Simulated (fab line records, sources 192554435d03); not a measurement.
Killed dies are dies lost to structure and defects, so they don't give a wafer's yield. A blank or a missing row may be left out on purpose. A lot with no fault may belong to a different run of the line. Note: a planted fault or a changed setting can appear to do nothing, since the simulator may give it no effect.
Lot-split experiment | flow n5Finfet | 21 wafers read from 7 lots, route of 1938 steps

THE SPLIT ITSELF
At N5_BEOL_M10_COAT_05 (resist thk 90 nm), the setting spinRpm was moved away from the recipe's 1500 rpm on 6 of the 21 wafers read, by -4.2% to +11.1%. All remaining wafers had this setting at the recipe value.

FROM THE SPLIT TO THE READING: what the file shows between them, 4 steps
- N5_BEOL_M10_EBR_07
- N5_BEOL_M10_SOFTBAKE_06: time 60 s
- N5_BEOL_M10_EXPOSE_08: exposes mask M10
- N5_BEOL_M10_PEB_09: peb time 60 s

THE READING
CAR-ArF_of_BEOL_M10_COAT_05.thkNm (the simulator's own value, which no gauge read), in nm, at N5_BEOL_M10_DEVELOP_10 (develop time 30 s). There is no usual value for it anywhere in the file. Average 88.2 nm, standard deviation 0.24 nm, over the 15 wafers here run with the recipe.

wafer  | tool, chamber at the split | spinRpm as run, rpm | against the recipe | CAR-ArF_of_BEOL_M10_COAT_05.thkNm, nm | against lot-mates on the recipe
L074.1 | lithoTrack-02, 0           | 1437                | -4.2%              | 89.6                                  | no lot-mate on the recipe
L074.3 | lithoTrack-02, 0           | 1437                | -4.2%              | 89.6                                  | no lot-mate on the recipe
L074.4 | lithoTrack-02, 0           | 1437                | -4.2%              | 89.2                                  | no lot-mate on the recipe
L077.1 | lithoTrack-02, 0           | 1500                | recipe             | 88                                    | -
L077.2 | lithoTrack-02, 0           | 1500                | recipe             | 88                                    | -
L077.4 | lithoTrack-02, 0           | 1500                | recipe             | 88.2                                  | -
L080.3 | lithoTrack-04, 0           | 1500                | recipe             | 88                                    | -
L080.4 | lithoTrack-04, 0           | 1500                | recipe             | 88.4                                  | -
L080.5 | lithoTrack-04, 0           | 1500                | recipe             | 88.2                                  | -
L085.2 | lithoTrack-04, 0           | 1500                | recipe             | 88.6                                  | -
L085.3 | lithoTrack-04, 0           | 1500                | recipe             | 88.8                                  | -
L085.4 | lithoTrack-04, 0           | 1500                | recipe             | 88.4                                  | -
L092.1 | lithoTrack-02, 0           | 1500                | recipe             | 88.4                                  | -
L092.4 | lithoTrack-02, 0           | 1500                | recipe             | 88.4                                  | -
L092.2 | lithoTrack-02, 0           | 1667                | +11.1%             | 83.6                                  | -4.8
L093.1 | lithoTrack-04, 0           | 1500                | recipe             | 88                                    | -
L093.4 | lithoTrack-04, 0           | 1500                | recipe             | 88                                    | -
L093.3 | lithoTrack-04, 0           | 1500                | recipe             | 88.2                                  | -
L095.1 | lithoTrack-02, 0           | 1500                | recipe             | 88                                    | -
L095.2 | lithoTrack-02, 0           | 1589                | +5.9%              | 85.4                                  | -2.6
L095.5 | lithoTrack-02, 0           | 1589                | +5.9%              | 85.4                                  | -2.6

THE FIT
A straight line over all 21 wafers: CAR-ArF_of_BEOL_M10_COAT_05.thkNm changes by -0.403 nm for each +1% of spinRpm; r = -0.98; the points scatter about the line by 0.31 nm.
The same after taking each lot's own level away (the mean of its wafers on the recipe; 18 wafers): -0.434 nm for each +1%; r = -1.00; scatter 0.12 nm.
That fit puts the effect of the largest move of spinRpm on the reading at 4.8 nm.
Across the lots, their own levels run from 88.00 to 88.60 nm, a range of 2.5 times the standard deviation given above.
The two slopes are in agreement: the lot-to-lot level therefore moves the slope only a little.
Check: for one of the wafers moved furthest among these (+11.1%), held out of the fit, the line's prediction against its lot-mates is -4.88 nm. It came out at -4.8 nm against them.

THE WHOLE CHAIN: every reading that the file lists as answering this split, in the file's order
step                   | what it does      | reading                                                                            | change (the file's fit)               | r (the file's)
N5_BEOL_M10_COAT_05    | resist thk 90 nm  | CAR-ArF_of_BEOL_M10_COAT_05.thkNm (the simulator's own value, which no gauge read) | -0.415 nm for each +1% of the setting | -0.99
N5_BEOL_M10_DEVELOP_10 | develop time 30 s | CAR-ArF_of_BEOL_M10_COAT_05.thkNm (the simulator's own value, which no gauge read) | -0.433 nm for each +1% of the setting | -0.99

FILE'S OWN FIT
CAR-ArF_of_BEOL_M10_COAT_05.thkNm changes by -0.433 nm for each +1% of spinRpm, r = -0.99.
